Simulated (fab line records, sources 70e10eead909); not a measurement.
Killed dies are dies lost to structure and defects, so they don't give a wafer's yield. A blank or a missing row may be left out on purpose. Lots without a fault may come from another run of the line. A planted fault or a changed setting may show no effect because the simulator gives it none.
Chamber matching | flow nand_harc | NHARC_P_M2_ETCH_35 on rie_diel-05: 4 sister chambers
The step etches the open film in N2/H2, target depth 40 nm, overetch 12 nm, time 43.94 s. 16 wafers are shown with their chamber, then 8 later ones without.

WAFERS WITH THEIR CHAMBER
wafer  | chamber | drypump_motor_current_A (A) | rf_vpp_V (V) | oes_product_au (a.u.)
L300.1 | 0       | 5.75                        | 431.3        | 1.004
L300.3 | 3       | 5.34                        | 430.5        | 1.011
L300.4 | 1       | 5.42                        | 425.4        | 1.016
L303.2 | 3       | 5.34                        | 429.9        | 1.012
L303.3 | 1       | 5.41                        | 427.5        | 1.018
L303.4 | 0       | 5.71                        | 432.1        | 0.990
L305.3 | 1       | 5.42                        | 427.0        | 1.025
L305.4 | 1       | 5.41                        | 426.4        | 1.017
L305.5 | 3       | 5.32                        | 431.1        | 1.018
L306.2 | 0       | 5.72                        | 431.1        | 0.991
L306.5 | 2       | 5.74                        | 426.1        | 1.014
L306.6 | 1       | 5.42                        | 425.3        | 1.017
L314.1 | 0       | 5.70                        | 432.2        | 0.976
L314.2 | 3       | 5.35                        | 430.7        | 0.988
L314.3 | 2       | 5.76                        | 427.4        | 0.988
L318.1 | 2       | 5.76                        | 425.1        | 1.004

SIGNATURES (means of the wafers above)
reading                 | chamber 0 | chamber 1 | chamber 2 | chamber 3 | scatter within a chamber
drypump_motor_current_A | 5.7200    | 5.4160    | 5.7533    | 5.3375    | 0.0137
rf_vpp_V                | 431.675   | 426.320   | 426.200   | 430.550   | 0.821
oes_product_au          | 0.99025   | 1.01860   | 1.00200   | 1.00725   | 0.0105
Rule: a wafer's distance from a chamber is the root of the sum, over the readings, of the square of ((its reading less the chamber's mean) divided by the reading's scatter). The wafer belongs to the nearest chamber; if the next one is less than 2 further off, it can't be placed. The scatter: the root of (the sum of the squares of (reading less its chamber's mean) over the shown wafers, divided by (wafers less chambers)).

WAFERS WITHOUT THEIR CHAMBER
wafer  | drypump_motor_current_A (A) | rf_vpp_V (V) | oes_product_au (a.u.)
L318.3 | 5.72                        | 432.2        | 0.973
L318.6 | 5.71                        | 431.7        | 0.982
L321.1 | 5.39                        | 427.5        | 0.986
L321.4 | 5.71                        | 427.3        | 1.012
L321.5 | 5.40                        | 426.1        | 0.993
L323.2 | 5.74                        | 431.5        | 0.977
L323.3 | 5.39                        | 429.5        | 0.987
L323.6 | 5.72                        | 426.9        | 1.021

WHICH CHAMBER EACH WENT THROUGH
wafer  | from the rows above     | in truth
L318.3 | 0                       | 0
L318.6 | 0                       | 0
L321.1 | can't be placed: 1 or 3 | 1
L321.4 | 2                       | 2
L321.5 | 1                       | 1
L323.2 | 0                       | 0
L323.3 | can't be placed: 3 or 1 | 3
L323.6 | 2                       | 2
Placed correctly: 6 of 8. Can't be placed from these rows: 2 (the true chamber is among the candidates in 2). Placed wrongly: 0.
